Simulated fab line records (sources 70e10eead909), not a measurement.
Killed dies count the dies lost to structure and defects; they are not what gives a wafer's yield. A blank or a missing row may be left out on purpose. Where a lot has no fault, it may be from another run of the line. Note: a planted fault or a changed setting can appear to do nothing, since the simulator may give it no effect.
Matching of chambers :: flow nand harc :: pecvd-03 running NHARC_A_STAIRCASE_DEP_417: 3 sister chambers
The step deposits Si3N4, target thk 60 nm. 3 wafers are shown with their chamber, then 8 later ones without.

== WAFERS, EACH WITH ITS CHAMBER ==
wafer: L087.1
chamber: 0
heater power w (W): 664

wafer: L087.6
chamber: 2
heater power w (W): 914

wafer: L095.1
chamber: 1
heater power w (W): 774

== WAFERS WHOSE CHAMBER IS MISSING ==
wafer: L095.5
heater power w (W): 758

wafer: L095.6
heater power w (W): 634

wafer: L094.2
heater power w (W): 647

wafer: L094.3
heater power w (W): 893

wafer: L094.6
heater power w (W): 635

wafer: L092.1
heater power w (W): 939

wafer: L092.5
heater power w (W): 639

wafer: L092.6
heater power w (W): 774

== CHAMBER TAKEN BY EACH ==
wafer: L095.5
from the rows above: 1
in truth: 1

wafer: L095.6
from the rows above: 0
in truth: 0

wafer: L094.2
from the rows above: 0
in truth: 0

wafer: L094.3
from the rows above: 2
in truth: 2

wafer: L094.6
from the rows above: 0
in truth: 0

wafer: L092.1
from the rows above: 2
in truth: 2

wafer: L092.5
from the rows above: 0
in truth: 0

wafer: L092.6
from the rows above: 1
in truth: 1
Correct placement for 8 of the 8. Left unplaced by these rows: 0. Placed wrongly: 0.
How it was worked out, from the rows above alone: a wafer's distance from a chamber is the root of the sum, over the readings, of the square of ((its reading less the chamber's mean) divided by the reading's scatter). The wafer belongs to the nearest chamber; if the next one is less than 2 further off, it can't be placed. Each chamber's mean is taken over the wafers shown for it. The scatter: root of mean squared gap, hidden wafer to nearest shown wafer, with one shown wafer a chamber.
